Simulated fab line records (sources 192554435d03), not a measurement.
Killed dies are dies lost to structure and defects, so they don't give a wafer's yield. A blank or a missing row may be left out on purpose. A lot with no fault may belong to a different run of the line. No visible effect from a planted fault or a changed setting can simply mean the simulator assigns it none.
Struck lot and sound lot, side by side	flow n5 finfet	32 out of 1938 route steps
Sound: the wafers L176.2, L176.3, L176.5. Struck: wafer L187.1 (L187.4, L187.6, from the same lot, were not struck and are left out); the cause is given at the end.
At each step with rows: each side's tool, then ch and its chambers, then its first start. Under that, the readings that differ: sound wafers	struck wafers	difference of the means	sigmas: that difference in standard deviations of wafers without a fault.
alike: same words and numbers on both sides, and readings whose means sit less than 2 such deviations apart. not compared: any withheld reading, any reading some wafer has no value for, any bound like >300 that may hide the same value, and any number with overlapping values for which the record gives no deviation.
Wherever a step has rows on one side only, a row that says differs or no value, or a row with sigmas, the two part there. Non-overlapping numbers with no deviation appear without sigmas and do not part them. Lack of a reading on every wafer of one side parts them only where that side has two or more wafers.

first, 10 steps without rows for these wafers: N5_HKMG_FIN_DESCUM_53 (chemistry O2, time 7.9 s); N5_HKMG_FIN_ETCH_54 (etches SiARC in CF4, target depth 45.5 nm, time 75.8 s); N5_HKMG_FIN_ETCH_55 (etches SOC in N2/H2, target depth 240 nm, time 300 s); N5_HKMG_FIN_STRIP_56 (strips in N2/H2); N5_HKMG_FIN_STRIP_57 (strips in CF4); N5_HKMG_FIN_ETCH_58 (etches SOC in N2/H2, target depth 215.8 nm, time 741 s); N5_HKMG_FIN_STRIP_93 (strips SOC in N2/H2, time 20 s); N5_HKMG_FIN_WET_ETCH_76 (etches Al2O3 in dNH4OH, stops on La2O3, target depth 2.25 nm, rinse time 30 s); N5_HKMG_FIN_STRIP_60 (strips in N2/H2, time 360 s); N5_HKMG_FIN_WET_ETCH_77 (etches La2O3 in dHCl, stops on HfO2, target depth 2 nm).
N5_HKMG_FIN_WET_ETCH_78: etches Al2O3 in dNH4OH, stops on La2O3, target depth 4.5 nm, rinse time 30 s.
  sound on wet bench-03 ch 3,4,6, day 5 01:40; struck on wet bench-03 ch 5, day 7 20:11
  alike: temp c
then, 17 steps without rows for these wafers: N5_HKMG_FIN_ALD_79 (deposits TiN, target thk 1.5 nm, pulse time 1 s, purge time 3 s); N5_HKMG_FIN_CVD_62 (deposits a-Si from Si2H6, target thk 3 nm, time 20.8 s); N5_HKMG_FIN_RTA_80 (time 2 s); N5_HKMG_FIN_PRECLEAN_64 (cleans in dHF, time 30 s); N5_HKMG_FIN_WET_ETCH_65 (etches a-Si in TMAH, stops on TiN, time 49 s, target depth 3 nm); N5_HKMG_FIN_WET_ETCH_81 (etches TiN in SC1, stops on HfO2, time 57 s, target depth 6 nm); N5_HKMG_FIN_WET_ETCH_82 (etches La2O3 in dHCl, stops on HfO2, target depth 2 nm, rinse time 30 s); N5_HKMG_FIN_ALD_36 (deposits TiN, target thk 1 nm, pulse time 1 s, purge time 3 s); N5_HKMG_FIN_PWFM_ALD_03 (deposits TiN, target thk 2 nm, pulse time 1 s, purge time 3 s); N5_HKMG_FIN_COAT_29 (time 60 s, resist thk 300 nm); N5_HKMG_FIN_COAT_30 (time 60 s, resist thk 35 nm); N5_HKMG_FIN_COAT_06 (resist thk 90 nm); N5_HKMG_FIN_EBR_08; N5_HKMG_FIN_SOFTBAKE_07 (time 60 s); N5_HKMG_FIN_EXPOSE_09 (exposes mask NWFM); N5_HKMG_FIN_PEB_10 (peb time 60 s); N5_HKMG_FIN_DEVELOP_11 (develop time 30 s).
N5_HKMG_FIN_INSPECT_14: inspects for defects (macro).
  sound on defect inspect-02, day 5 03:43; struck on defect inspect-02, day 7 22:06
reading	sound	struck	difference	sigmas
raw defect count	0 1 0	>300	differs	
then, 1 step without rows for these wafers: N5_HKMG_FIN_DESCUM_17 (chemistry O2, time 7.9 s).
-- here the record skips 5 days between the struck wafers' starts before and after, leaving off in module HKMG_FIN and picking up in module BEOL_M4 (first step shown: number 1111 of the route) --
N5_BEOL_M4_RC_MEAS_101:
  sound on prober-02 ch 0, day 9 11:05; struck on prober-02 ch 0, day 13 08:41
  alike: DIBL_N, DIBL_P, IOFF_N, IOFF_P, ION_N, ION_P, SS_N, SS_P, VT_N, VT_P
-- the record jumps here: 4 days lie between the struck wafers' starts before and after (it left off in module BEOL_M4 and takes up again in module PASSIVATION, whose first step shown is number 1936 of the route) --
N5_PASSIVATION_PROBE_49:
  record: rows for the struck wafers here (prober-01, day 17 19:11), none for the sound ones

WHERE THEY PART
First at N5_HKMG_FIN_INSPECT_14; last, within this record, at N5_PASSIVATION_PROBE_49.

WHY: what had been put in by the simulator
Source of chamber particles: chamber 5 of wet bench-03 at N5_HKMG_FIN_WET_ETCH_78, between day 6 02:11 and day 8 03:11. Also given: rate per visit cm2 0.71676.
